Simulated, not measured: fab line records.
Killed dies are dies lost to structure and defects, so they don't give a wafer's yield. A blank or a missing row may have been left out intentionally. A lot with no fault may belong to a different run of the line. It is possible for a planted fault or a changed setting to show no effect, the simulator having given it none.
fab line records	flow n5Finfet
record: lots: 24	wafers: 72	lastDay: 17
route steps=1938 shown BEOL_M3@1007 BEOL_M4@1021
lots with no fault: from the same line, run without faults
startH: hours from the record's first day to the start of the lot's first wafer shown	waitH: how many hours have passed since the lot's step before this one	" identical to the entry in the row above	L1.1+2: several wafers, shown together as one row	- no value present, or no start provided	* or withheld: withheld	< > ~ a bound
route shown NAME@n: names a module that has steps shown in the file, with the first one's number in the route	usual: the fault-free wafers' mean and standard deviation	same: alike in all rows	chamber/n: place in a boat	sites: per-site readings	_std_site: the standard deviation of these	_edge_site: inner sites' mean taken away from outer sites' mean	radiusMm: for every site, how far away it sits from the centre of the wafer	mask NAME#n: copy n	behind: tool/chamber where the wafer was last shaped	hold: what put the lot on hold/how long, in hours/how the hold closed	device: which transistor (n, p or np) failed to switch	end of line: the route-end tests of the same wafers	a step given without rows: its recipe and nothing more	killed: not the wafer's yield, but the dies lost to structure and defects at the first sort	map: dies across one wafer; x = killed, . = not, _ = none there
set.NAME: setting as actually run; set.NAME@STEP: the setting as run at that earlier step	model.NAME: the simulator's own value behind a step, which no gauge read
steps of the route over a sample of lots; a table a step, a row a wafer
services: the hour from which a tool's chamber was out of use, counted from the record's first day as startH (under 0 if before that day), plus the number of hours and why
== steps ==
step: N5_BEOL_M3_ANNEAL_93
recipe: tempC: 400	timeS: 240	ambient: vacuum
usual: heaterPowerW: 814/75
lot.wafer	tool	chamber	startH	waitH	heaterPowerW
L075.2	pvdSputter-02	-	161.15	0.0	883
L075.5	"	-	"	"	759
L075.6	"	-	"	"	781
L076.3	pvdSputter-03	-	164.92	0.0	833
L076.4	"	-	"	"	901
L076.6	"	-	"	"	836
L077.2	pvdSputter-03	-	167.16	0.0	843
L077.4	"	-	"	"	857
L077.6	"	-	"	"	910
L074.1	pvdSputter-02	-	175.79	0.0	766
L074.3	"	-	"	"	837
L074.5	"	-	"	"	859
L079.1	pvdSputter-02	-	180.92	0.0	850
L079.3	"	-	"	"	764
L079.5	"	-	"	"	764
L078.4	pvdSputter-01	-	181.02	0.0	665
L078.5	"	-	"	"	682
L078.6	"	-	"	"	831
L080.2	pvdSputter-01	-	184.98	0.0	892
L080.3	"	-	"	"	847
L080.6	"	-	"	"	843
L081.1	pvdSputter-03	-	193.76	0.0	651
L081.4	"	-	"	"	839
L081.5	"	-	"	"	664
L082.2	pvdSputter-02	-	201.24	0.0	868
L082.4	"	-	"	"	766
L082.5	"	-	"	"	747
L083.1	pvdSputter-03	-	213.41	0.0	831
L083.3	"	-	"	"	829
L083.4	"	-	"	"	898
L084.1	pvdSputter-01	-	219.86	0.0	866
L084.2	"	-	"	"	828
L084.4	"	-	"	"	881
L085.2	pvdSputter-01	-	222.14	0.0	851
L085.3	"	-	"	"	872
L085.6	"	-	"	"	847
L086.2	pvdSputter-03	-	231.73	0.0	838
L086.4	"	-	"	"	837
L086.5	"	-	"	"	816
L087.1	pvdSputter-02	-	236.52	0.0	860
L087.5	"	-	"	"	794
L087.6	"	-	"	"	833
L088.4	pvdSputter-02	-	239.78	0.0	740
L088.5	"	-	"	"	839
L088.6	"	-	"	"	900
L089.2	pvdSputter-01	-	247.27	0.0	668
L089.5	"	-	"	"	880
L089.6	"	-	"	"	836
L091.2	pvdSputter-03	-	255.96	0.0	844
L091.5	"	-	"	"	850
L091.6	"	-	"	"	826
L090.2	pvdSputter-02	-	256.11	0.0	843
L090.3	"	-	"	"	914
L090.5	"	-	"	"	924
L092.2	pvdSputter-03	-	263.94	0.0	895
L092.4	"	-	"	"	852
L092.5	"	-	"	"	835
L094.2	pvdSputter-03	-	272.78	0.0	660
L094.3	"	-	"	"	895
L094.5	"	-	"	"	831
L093.2	pvdSputter-02	-	272.94	0.0	898
L093.3	"	-	"	"	741
L093.6	"	-	"	"	776
L095.2	pvdSputter-03	-	285.69	0.0	845
L095.4	"	-	"	"	658
L095.5	"	-	"	"	644
L096.1	pvdSputter-01	-	288.41	0.0	875
L096.4	"	-	"	"	843
L096.6	"	-	"	"	883
L097.3	pvdSputter-02	-	291.00	0.0	844
L097.4	"	-	"	"	924
L097.6	"	-	"	"	763
step: N5_BEOL_M3_ANNEAL_51
recipe: tempC: 225	timeS: 90	ambient: N2
usual: wafer_temp_C_max: 226.1/0.4
lot.wafer	tool	chamber	startH	waitH	wafer_temp_C_max
L075.2	rtpAnneal-01	0	163.58	0.1	226.5
L075.5	"	0	"	"	226.1
L075.6	"	0	"	"	226.1
L076.3	rtpAnneal-02	0	165.57	0.1	226.0
L076.4	"	0	"	"	225.6
L076.6	"	0	"	"	225.6
L077.2	rtpAnneal-02	0	167.76	0.1	225.7
L077.4	"	0	"	"	225.5
L077.6	"	0	"	"	225.5
L074.1	rtpAnneal-01	0	176.35	0.1	225.9
L074.3	"	0	"	"	226.8
L074.5	"	0	"	"	226.2
L079.1	rtpAnneal-01	0	181.48	0.1	226.4
L079.3	"	0	"	"	226.4
L079.5	"	0	"	"	226.4
L078.4	rtpAnneal-02	0	181.71	0.2	225.9
L078.5	"	0	"	"	225.7
L078.6	"	0	"	"	225.9
L080.2	rtpAnneal-02	0	185.66	0.2	225.7
L080.3	"	0	"	"	225.4
L080.6	"	0	"	"	225.6
L081.1	rtpAnneal-01	0	194.79	0.5	226.3
L081.4	"	0	"	"	226.4
L081.5	"	0	"	"	226.0
L082.2	rtpAnneal-01	0	201.86	0.1	226.1
L082.4	"	0	"	"	225.9
L082.5	"	0	"	"	226.4
L083.1	rtpAnneal-01	0	214.02	0.1	226.3
L083.3	"	0	"	"	226.3
L083.4	"	0	"	"	226.5
L084.1	rtpAnneal-01	0	220.42	0.1	226.8
L084.2	"	0	"	"	226.7
L084.4	"	0	"	"	226.2
L085.2	rtpAnneal-01	0	222.74	0.1	226.6
L085.3	"	0	"	"	226.2
L085.6	"	0	"	"	226.5
L086.2	rtpAnneal-01	0	232.33	0.1	225.9
L086.4	"	0	"	"	226.0
L086.5	"	0	"	"	226.5
L087.1	rtpAnneal-01	0	237.07	0.1	226.8
L087.5	"	0	"	"	226.1
L087.6	"	0	"	"	226.3
L088.4	rtpAnneal-02	0	240.47	0.2	225.8
L088.5	"	0	"	"	225.9
L088.6	"	0	"	"	225.5
L089.2	rtpAnneal-01	0	247.87	0.1	226.4
L089.5	"	0	"	"	226.2
L089.6	"	0	"	"	226.0
L091.2	rtpAnneal-01	0	256.56	0.1	226.4
L091.5	"	0	"	"	226.4
L091.6	"	0	"	"	226.4
L090.2	rtpAnneal-01	0	256.83	0.2	226.0
L090.3	"	0	"	"	226.3
L090.5	"	0	"	"	226.3
L092.2	rtpAnneal-02	0	264.54	0.1	225.3
L092.4	"	0	"	"	225.7
L092.5	"	0	"	"	225.5
L094.2	rtpAnneal-02	0	273.38	0.1	225.4
L094.3	"	0	"	"	225.5
L094.5	"	0	"	"	225.7
L093.2	rtpAnneal-01	0	273.59	0.1	226.4
L093.3	"	0	"	"	226.2
L093.6	"	0	"	"	226.1
L095.2	rtpAnneal-01	0	286.29	0.1	226.4
L095.4	"	0	"	"	226.1
L095.5	"	0	"	"	226.3
L096.1	rtpAnneal-02	0	288.97	0.1	225.6
L096.4	"	0	"	"	225.9
L096.6	"	0	"	"	225.7
L097.3	rtpAnneal-01	0	291.65	0.1	226.2
L097.4	"	0	"	"	226.2
L097.6	"	0	"	"	226.0
step: N5_BEOL_M3_RS_MEAS_58
recipe: thkMeasGauge: four-point-probe	reads: Co_of_BEOL_M3_CO_CAP_55+Cu_of_BEOL_M3_ECD_50+Co_of_BEOL_M3_CVD_47+TaN_of_BEOL_M3_ALD_84
usual: M3_RS: 0.68/0.042
lot.wafer	tool	chamber	startH	waitH	M3_RS[ohm/sq]
L075.2	filmMetro-02	-	164.40	0.1	0.74
L075.5	"	-	"	"	0.67
L075.6	"	-	"	"	0.71
L076.3	filmMetro-01	-	166.33	0.1	0.64
L076.4	"	-	"	"	0.72
L076.6	"	-	"	"	0.69
L077.2	filmMetro-01	-	168.57	0.1	0.70
L077.4	"	-	"	"	0.71
L077.6	"	-	"	"	0.70
L074.1	filmMetro-01	-	177.22	0.0	0.69
L074.3	"	-	"	"	0.72
L074.5	"	-	"	"	0.72
L079.1	filmMetro-01	-	182.48	0.0	0.69
L079.3	"	-	"	"	0.75
L079.5	"	-	"	"	0.61
L078.4	filmMetro-02	-	182.60	0.0	0.64
L078.5	"	-	"	"	0.75
L078.6	"	-	"	"	0.64
L080.2	filmMetro-01	-	186.48	0.1	0.66
L080.3	"	-	"	"	0.71
L080.6	"	-	"	"	0.62
L081.1	filmMetro-02	-	195.65	0.0	0.66
L081.4	"	-	"	"	0.71
L081.5	"	-	"	"	0.66
L082.2	filmMetro-02	-	202.67	0.1	0.67
L082.4	"	-	"	"	0.67
L082.5	"	-	"	"	0.68
L083.1	filmMetro-01	-	214.87	0.0	0.73
L083.3	"	-	"	"	0.69
L083.4	"	-	"	"	0.62
L084.1	filmMetro-01	-	221.54	0.0	0.69
L084.2	"	-	"	"	0.62
L084.4	"	-	"	"	0.59
L085.2	filmMetro-01	-	223.56	0.1	0.72
L085.3	"	-	"	"	0.65
L085.6	"	-	"	"	0.65
L086.2	filmMetro-01	-	233.16	0.1	0.73
L086.4	"	-	"	"	0.63
L086.5	"	-	"	"	0.66
L087.1	filmMetro-02	-	238.06	0.1	0.74
L087.5	"	-	"	"	0.68
L087.6	"	-	"	"	0.68
L088.4	filmMetro-02	-	241.19	0.0	0.68
L088.5	"	-	"	"	0.65
L088.6	"	-	"	"	0.60
L089.2	filmMetro-01	-	248.71	0.1	0.69
L089.5	"	-	"	"	0.66
L089.6	"	-	"	"	0.70
L091.2	filmMetro-02	-	257.38	0.1	0.78
L091.5	"	-	"	"	0.71
L091.6	"	-	"	"	0.68
L090.2	filmMetro-01	-	258.01	0.1	0.73
L090.3	"	-	"	"	0.67
L090.5	"	-	"	"	0.67
L092.2	filmMetro-02	-	265.35	0.1	0.75
L092.4	"	-	"	"	0.65
L092.5	"	-	"	"	0.68
L094.2	filmMetro-01	-	274.31	0.1	0.71
L094.3	"	-	"	"	0.69
L094.5	"	-	"	"	0.61
L093.2	filmMetro-01	-	274.42	0.1	0.62
L093.3	"	-	"	"	0.71
L093.6	"	-	"	"	0.66
L095.2	filmMetro-01	-	287.11	0.1	0.64
L095.4	"	-	"	"	0.64
L095.5	"	-	"	"	0.67
L096.1	filmMetro-02	-	289.86	0.0	0.70
L096.4	"	-	"	"	0.68
L096.6	"	-	"	"	0.64
L097.3	filmMetro-01	-	292.41	0.1	0.75
L097.4	"	-	"	"	0.64
L097.6	"	-	"	"	0.72
step: N5_BEOL_M4_ILD_DEP_00
recipe: material: SiOC	targetThkA: 790	tempC: 350	precursor: DEMS/O2	pressureTorr: 5	rfW: 500	timeS: 15.3
usual: heaterPowerW: 488/85	showerheadPlenumPTorr: 5.695/0.016	throttleValvePct: 12.1/0.57
lot.wafer	tool	chamber	startH	waitH	heaterPowerW	showerheadPlenumPTorr	throttleValvePct
L075.2	pecvd-04	0	164.46	0.0	717	5.692	12.0
L075.5	"	1	"	"	434	5.670	12.5
L075.6	"	0	"	"	683	5.699	11.9
L076.3	pecvd-01	1	166.39	0.0	386	5.682	11.6
L076.4	"	1	"	"	390	5.704	11.9
L076.6	"	0	"	"	494	5.703	11.7
L077.2	pecvd-04	2	168.63	0.0	455	5.691	12.9
L077.4	"	1	"	"	386	5.683	12.3
L077.6	"	0	"	"	636	5.670	11.6
L074.1	pecvd-01	0	177.28	0.0	493	5.692	11.9
L074.3	"	2	"	"	439	5.731	11.3
L074.5	"	1	"	"	482	5.704	11.6
L079.1	pecvd-03	2	182.54	0.0	542	5.706	11.8
L079.3	"	0	"	"	439	5.712	12.4
L079.5	"	1	"	"	501	5.680	12.4
L078.4	pecvd-04	1	182.68	0.1	407	5.670	12.3
L078.5	"	2	"	"	461	5.692	13.1
L078.6	"	0	"	"	698	5.690	11.8
L080.2	pecvd-03	2	186.55	0.0	545	5.714	11.6
L080.3	"	0	"	"	380	5.711	12.3
L080.6	"	0	"	"	387	5.706	12.4
L081.1	pecvd-03	2	195.71	0.0	474	5.708	11.5
L081.4	"	2	"	"	490	5.704	11.6
L081.5	"	0	"	"	374	5.705	12.4
L082.2	pecvd-01	0	202.74	0.0	521	5.703	11.8
L082.4	"	1	"	"	451	5.690	11.6
L082.5	"	0	"	"	501	5.695	11.8
L083.1	pecvd-04	2	214.93	0.0	483	5.677	13.3
L083.3	"	1	"	"	442	5.658	12.3
L083.4	"	2	"	"	490	5.686	13.1
L084.1	pecvd-03	2	221.60	0.0	497	5.704	11.5
L084.2	"	1	"	"	474	5.703	12.4
L084.4	"	2	"	"	485	5.717	11.5
L085.2	pecvd-03	0	223.63	0.0	412	5.714	12.2
L085.3	"	2	"	"	566	5.695	11.3
L085.6	"	2	"	"	586	5.711	11.6
L086.2	pecvd-01	0	233.22	0.0	475	5.696	11.6
L086.4	"	0	"	"	478	5.706	11.7
L086.5	"	1	"	"	405	5.699	11.7
L087.1	pecvd-04	2	238.13	0.0	477	5.687	13.0
L087.5	"	1	"	"	441	5.660	12.6
L087.6	"	0	"	"	706	5.689	11.9
L088.4	pecvd-03	0	241.27	0.1	412	5.716	12.3
L088.5	"	1	"	"	512	5.718	12.3
L088.6	"	0	"	"	405	5.720	12.0
L089.2	pecvd-04	2	248.78	0.0	520	5.692	12.9
L089.5	"	1	"	"	437	5.654	12.2
L089.6	"	2	"	"	522	5.685	13.2
L091.2	pecvd-03	1	257.44	0.0	460	5.704	12.3
L091.5	"	0	"	"	436	5.710	12.6
L091.6	"	1	"	"	488	5.698	12.3
L090.2	pecvd-04	0	258.07	0.0	709	5.689	12.1
L090.3	"	0	"	"	708	5.680	11.6
L090.5	"	0	"	"	715	5.671	12.0
L092.2	pecvd-01	0	265.41	0.0	498	5.695	11.9
L092.4	"	0	"	"	517	5.700	11.9
L092.5	"	2	"	"	386	5.704	11.5
L094.2	pecvd-03	1	274.37	0.0	493	5.701	12.2
L094.3	"	0	"	"	439	5.702	12.3
L094.5	"	1	"	"	470	5.689	12.5
L093.2	pecvd-04	0	274.48	0.0	702	5.673	11.8
L093.3	"	2	"	"	495	5.688	13.1
L093.6	"	2	"	"	495	5.673	13.2
L095.2	pecvd-04	1	287.17	0.0	397	5.656	12.7
L095.4	"	2	"	"	531	5.688	13.1
L095.5	"	1	"	"	403	5.666	12.7
L096.1	pecvd-01	1	289.92	0.0	419	5.687	11.5
L096.4	"	2	"	"	412	5.706	11.5
L096.6	"	1	"	"	415	5.698	11.4
L097.3	pecvd-01	2	292.47	0.0	438	5.709	11.3
L097.4	"	0	"	"	533	5.696	11.9
L097.6	"	1	"	"	429	5.693	11.8
step: N5_BEOL_M4_DESCUM_16
recipe: chemistry: O2	timeS: 7	sourcePowerW: 50	biasPowerW: 20	pressureMtorr: 20	rfFrequencyHz: 2.712e+07	tempC: 40	resist: CAR-EUV	o2FlowSccm: 225
usual: drypumpMotorCurrentA: 5.5/0.51	oesProductAu: 0.82/0.099	rfVppV: 243.1/1.1	showerheadPlenumPTorr: 2.09/0.051	throttleValvePct: 20.50/0.21
lot.wafer	tool	chamber	startH	waitH	drypumpMotorCurrentA	oesProductAu	rfHoursCounterH	rfVppV	showerheadPlenumPTorr	throttleValvePct
L075.2	rieDiel-03	1	165.70	0.0	5.9	0.94	8	241.2	2.06	20.36
L075.5	"	1	"	"	5.9	0.94	-	242.1	2.06	20.37
L075.6	"	3	"	"	5.5	0.70	-	244.4	2.16	20.79
L076.3	rieDiel-06	0	169.62	0.0	5.2	0.90	29	243.5	2.13	20.05
L076.4	"	1	"	"	5.9	0.67	-	243.3	2.06	20.76
L076.6	"	3	"	"	4.8	0.70	-	244.4	2.18	20.82
L077.2	rieDiel-05	1	170.19	0.1	5.1	0.85	30	243.3	2.13	20.28
L077.4	"	2	"	"	4.8	0.74	164	242.0	2.02	20.65
L077.6	"	3	"	"	6.0	0.70	-	244.0	2.09	20.69
L074.1	rieDiel-03	2	178.39	0.5	5.8	0.89	40	242.8	2.15	20.39
L074.3	"	0	"	"	6.3	1.01	2	241.2	2.05	20.40
L074.5	"	1	"	"	5.9	0.93	-	241.3	2.06	20.37
L079.1	rieDiel-05	3	183.39	0.2	6.1	0.70	200	241.7	2.09	20.70
L079.3	"	2	"	"	4.9	0.73	169	241.4	2.02	20.67
L079.5	"	3	"	"	6.1	0.70	-	241.9	2.09	20.71
L078.4	rieDiel-05	1	183.84	0.0	5.1	0.85	36	243.3	2.13	20.28
L078.5	"	0	"	"	5.9	0.87	-	243.5	2.02	20.35
L078.6	"	3	"	"	6.1	0.70	-	242.3	2.09	20.68
L080.2	rieDiel-06	2	191.29	0.0	4.7	0.99	1	243.2	2.08	20.53
L080.3	"	1	"	"	5.9	0.67	238	242.7	2.06	20.77
L080.6	"	1	"	"	5.9	0.67	-	242.2	2.06	20.76
L081.1	rieDiel-03	1	198.65	0.3	5.9	0.92	21	242.6	2.05	20.39
L081.4	"	2	"	"	5.8	0.88	47	244.6	2.15	20.41
L081.5	"	2	"	"	5.8	0.88	-	244.0	2.15	20.41
L082.2	rieDiel-05	1	203.79	0.0	5.1	0.84	42	243.6	2.13	20.32
L082.4	"	0	"	"	5.9	0.87	52	243.5	2.02	20.36
L082.5	"	2	"	"	4.8	0.72	-	242.2	2.02	20.67
L083.1	rieDiel-03	1	216.10	0.0	5.9	0.90	27	243.5	2.05	20.41
L083.3	"	0	"	"	6.3	0.96	15	241.8	2.05	20.42
L083.4	"	2	"	"	5.8	0.87	-	244.2	2.15	20.41
L084.1	rieDiel-05	3	223.49	0.1	6.1	0.69	214	243.9	2.08	20.72
L084.2	"	1	"	"	5.1	0.83	49	244.6	2.12	20.30
L084.4	"	0	"	"	5.9	0.85	-	244.9	2.02	20.37
L085.2	rieDiel-05	0	225.13	0.7	5.9	0.85	60	242.9	2.02	20.37
L085.3	"	1	"	"	5.1	0.82	50	243.9	2.12	20.31
L085.6	"	0	"	"	5.9	0.85	-	243.3	2.02	20.36
L086.2	rieDiel-03	2	235.72	1.3	5.8	0.85	64	243.8	2.14	20.45
L086.4	"	0	"	"	6.3	0.94	22	241.8	2.04	20.44
L086.5	"	3	"	"	5.5	0.94	-	243.9	2.15	20.45
L087.1	rieDiel-06	2	239.16	0.0	4.7	0.93	11	242.7	2.07	20.55
L087.5	"	1	"	"	5.9	0.66	-	241.8	2.05	20.80
L087.6	"	0	"	"	5.3	0.85	-	244.6	2.12	20.08
L088.4	rieDiel-03	3	242.69	0.2	5.5	0.92	8	243.5	2.15	20.45
L088.5	"	1	"	"	5.9	0.89	-	241.6	2.05	20.43
L088.6	"	2	"	"	5.8	0.85	-	244.1	2.14	20.45
L089.2	rieDiel-06	0	250.25	0.0	5.2	0.86	58	244.5	2.12	20.09
L089.5	"	0	"	"	5.2	0.84	-	244.4	2.12	20.10
L089.6	"	3	"	"	4.8	0.67	-	245.2	2.17	20.84
L091.2	rieDiel-05	0	259.04	0.0	5.8	0.83	75	241.2	2.01	20.40
L091.5	"	3	"	"	6.1	0.68	-	241.7	2.08	20.75
L091.6	"	0	"	"	5.9	0.84	-	243.3	2.01	20.40
L090.2	rieDiel-06	0	259.37	0.0	5.3	0.83	62	244.1	2.11	20.08
L090.3	"	2	"	"	4.7	0.91	22	242.1	2.07	20.57
L090.5	"	3	"	"	4.8	0.66	-	243.4	2.17	20.86
L092.2	rieDiel-06	0	267.66	0.0	5.2	0.84	66	243.4	2.11	20.10
L092.4	"	2	"	"	4.7	0.89	25	242.5	2.07	20.56
L092.5	"	2	"	"	4.7	0.88	-	243.4	2.07	20.56
L094.2	rieDiel-03	0	278.19	0.8	6.3	0.90	38	243.7	2.04	20.45
L094.3	"	3	"	"	5.5	0.89	22	243.9	2.15	20.48
L094.5	"	2	"	"	5.8	0.83	-	244.0	2.14	20.46
L093.2	rieDiel-05	3	278.41	0.3	6.1	0.67	237	240.7	2.08	20.76
L093.3	"	1	"	"	5.1	0.80	72	243.1	2.12	20.34
L093.6	"	1	"	"	5.1	0.80	-	243.4	2.12	20.34
L095.2	rieDiel-05	0	287.99	0.0	5.9	0.83	84	241.3	2.01	20.42
L095.4	"	3	"	"	6.1	0.68	239	243.2	2.08	20.75
L095.5	"	2	"	"	4.8	0.71	-	243.3	2.01	20.72
L096.1	rieDiel-03	3	293.55	0.2	5.5	0.87	27	244.6	2.14	20.49
L096.4	"	1	"	"	5.9	0.87	53	242.3	2.04	20.44
L096.6	"	3	"	"	5.5	0.87	-	244.4	2.14	20.46
L097.3	rieDiel-06	1	294.30	0.0	5.9	0.93	12	242.5	2.05	20.49
L097.4	"	3	"	"	4.8	0.66	250	243.0	2.16	20.88
L097.6	"	3	"	"	4.8	0.66	-	244.7	2.16	20.86
step: N5_BEOL_M4_CD_MEAS_18
recipe: pitchNm: 36	targetCdNm: 18
usual: cdNm: 18.0/0.41
lot.wafer	tool	chamber	startH	waitH	cdNm
L075.2	cdSem-03	-	166.14	0.1	18.3
L075.5	"	-	"	"	18.5
L075.6	"	-	"	"	17.3
L076.3	cdSem-02	-	170.06	0.1	18.3
L076.4	"	-	"	"	17.3
L076.6	"	-	"	"	18.6
L077.2	cdSem-03	-	170.62	0.1	18.1
L077.4	"	-	"	"	17.7
L077.6	"	-	"	"	17.6
L074.1	cdSem-02	-	178.97	0.0	17.9
L074.3	"	-	"	"	18.0
L074.5	"	-	"	"	18.2
L079.1	cdSem-03	-	183.83	0.0	18.2
L079.3	"	-	"	"	17.9
L079.5	"	-	"	"	18.0
L078.4	cdSem-03	-	184.28	0.0	18.5
L078.5	"	-	"	"	17.8
L078.6	"	-	"	"	18.1
L080.2	cdSem-03	-	191.72	0.1	18.1
L080.3	"	-	"	"	17.5
L080.6	"	-	"	"	17.1
L081.1	cdSem-02	-	199.09	0.0	18.8
L081.4	"	-	"	"	18.5
L081.5	"	-	"	"	18.0
L082.2	cdSem-01	-	204.35	0.1	18.6
L082.4	"	-	"	"	18.1
L082.5	"	-	"	"	17.9
L083.1	cdSem-03	-	216.53	0.0	18.4
L083.3	"	-	"	"	17.0
L083.4	"	-	"	"	17.8
L084.1	cdSem-01	-	224.02	0.0	17.5
L084.2	"	-	"	"	17.9
L084.4	"	-	"	"	18.2
L085.2	cdSem-03	-	225.60	0.1	18.6
L085.3	"	-	"	"	18.7
L085.6	"	-	"	"	19.1
L086.2	cdSem-01	-	236.17	0.1	18.0
L086.4	"	-	"	"	17.6
L086.5	"	-	"	"	17.7
L087.1	cdSem-03	-	239.59	0.0	18.6
L087.5	"	-	"	"	17.3
L087.6	"	-	"	"	18.7
L088.4	cdSem-02	-	243.13	0.1	17.6
L088.5	"	-	"	"	18.1
L088.6	"	-	"	"	18.6
L089.2	cdSem-02	-	250.68	0.1	17.9
L089.5	"	-	"	"	18.0
L089.6	"	-	"	"	17.3
L091.2	cdSem-01	-	259.48	0.1	18.6
L091.5	"	-	"	"	18.5
L091.6	"	-	"	"	18.4
L090.2	cdSem-03	-	259.82	0.1	17.8
L090.3	"	-	"	"	18.2
L090.5	"	-	"	"	18.1
L092.2	cdSem-03	-	268.10	0.1	17.6
L092.4	"	-	"	"	18.0
L092.5	"	-	"	"	17.7
L094.2	cdSem-01	-	278.69	0.1	18.3
L094.3	"	-	"	"	17.1
L094.5	"	-	"	"	18.1
L093.2	cdSem-01	-	278.85	0.1	18.2
L093.3	"	-	"	"	18.4
L093.6	"	-	"	"	18.3
L095.2	cdSem-03	-	288.47	0.1	18.0
L095.4	"	-	"	"	18.0
L095.5	"	-	"	"	17.7
L096.1	cdSem-03	-	293.99	0.0	17.3
L096.4	"	-	"	"	18.0
L096.6	"	-	"	"	17.3
L097.3	cdSem-01	-	294.83	0.1	17.5
L097.4	"	-	"	"	17.7
L097.6	"	-	"	"	17.7
== services ==
tool	chamber	startH	hours	kind
pecvd-03	0	147.55	3.9	repair
rieDiel-03	0	149.30	-	clean
rieDiel-03	0	149.30	-	consumableReplace:focusRing
rieDiel-03	0	149.30	25.7	scheduledDown
rieDiel-03	0	149.30	25.7	ventCycle
rieDiel-03	-	158.24	0.4	repair
rieDiel-03	3	168.79	4.2	repair
pecvd-03	1	189.52	2.1	scheduledDown
rieDiel-03	3	205.74	-	clean
rieDiel-03	3	205.74	-	consumableReplace:focusRing
rieDiel-03	3	205.74	18.8	scheduledDown
rieDiel-03	3	205.74	18.8	ventCycle
pecvd-03	-	205.77	3.3	repair
rtpAnneal-02	-	212.99	3.6	pm
rieDiel-03	0	218.61	7.7	repair
rieDiel-06	-	223.44	14.6	pm
pecvd-01	-	227.49	1.4	repair
rieDiel-05	-	229.22	0.1	repair
pecvd-03	2	231.16	2.1	scheduledDown
pecvd-03	2	233.29	-	clean
pecvd-03	2	233.29	-	consumableReplace:showerhead
pecvd-03	2	233.29	29.0	scheduledDown
pecvd-04	0	247.73	2.1	scheduledDown
pecvd-04	1	292.16	6.6	repair
== key ==
fault none
